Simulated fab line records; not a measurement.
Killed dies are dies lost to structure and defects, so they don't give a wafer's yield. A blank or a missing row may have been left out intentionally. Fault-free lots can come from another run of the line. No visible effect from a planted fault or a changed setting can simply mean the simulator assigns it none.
Chamber matching || flow n5Finfet || N5_MOL_CONTACT_COAG_ETCH_106 on rieDiel-01 has 4 sister chambers
The step etches SOC in N2/H2, target depth 80 nm, overetch 16 nm, time 120 s. 4 wafers are shown with their chamber, then 7 later ones without.

EACH WAFER AND ITS CHAMBER
{"wafer": "L083.4", "chamber": 1, "throttleValvePct (%)": 17.54}
{"wafer": "L083.5", "chamber": 0, "throttleValvePct (%)": 17.87}
{"wafer": "L091.1", "chamber": 2, "throttleValvePct (%)": 18.05}
{"wafer": "L091.3", "chamber": 3, "throttleValvePct (%)": 18.02}

WAFERS WITH NO CHAMBER GIVEN
{"wafer": "L091.4", "throttleValvePct (%)": 17.91}
{"wafer": "L092.1", "throttleValvePct (%)": 18.02}
{"wafer": "L092.2", "throttleValvePct (%)": 18.06}
{"wafer": "L092.4", "throttleValvePct (%)": 17.57}
{"wafer": "L095.1", "throttleValvePct (%)": 18.03}
{"wafer": "L095.3", "throttleValvePct (%)": 17.58}
{"wafer": "L095.4", "throttleValvePct (%)": 17.91}

EACH ONE'S CHAMBER
{"wafer": "L091.4", "from the rows above": 0, "in truth": 0}
{"wafer": "L092.1", "from the rows above": "can't be placed: 3 or 2", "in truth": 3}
{"wafer": "L092.2", "from the rows above": "can't be placed: 2 or 3", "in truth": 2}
{"wafer": "L092.4", "from the rows above": 1, "in truth": 1}
{"wafer": "L095.1", "from the rows above": "can't be placed: 3 or 2", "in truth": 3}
{"wafer": "L095.3", "from the rows above": 1, "in truth": 1}
{"wafer": "L095.4", "from the rows above": 0, "in truth": 0}
Correct placement for 4 of the 7. Can't be placed from these rows: 3 (the true chamber is among the candidates in 3). Wrongly placed: 0.
How it was worked out, from the rows above alone: a wafer's distance from a chamber is the root of the sum, over the readings, of the square of ((its reading less the chamber's mean) divided by the reading's scatter). If the next closest chamber is less than 2 further off than the closest, the wafer can't be placed; otherwise it belongs to the closest. Each chamber's mean is taken over the wafers shown for it. The scatter: with one shown wafer a chamber, the root of the mean of the squares of how far each hidden wafer lies from its nearest shown one.
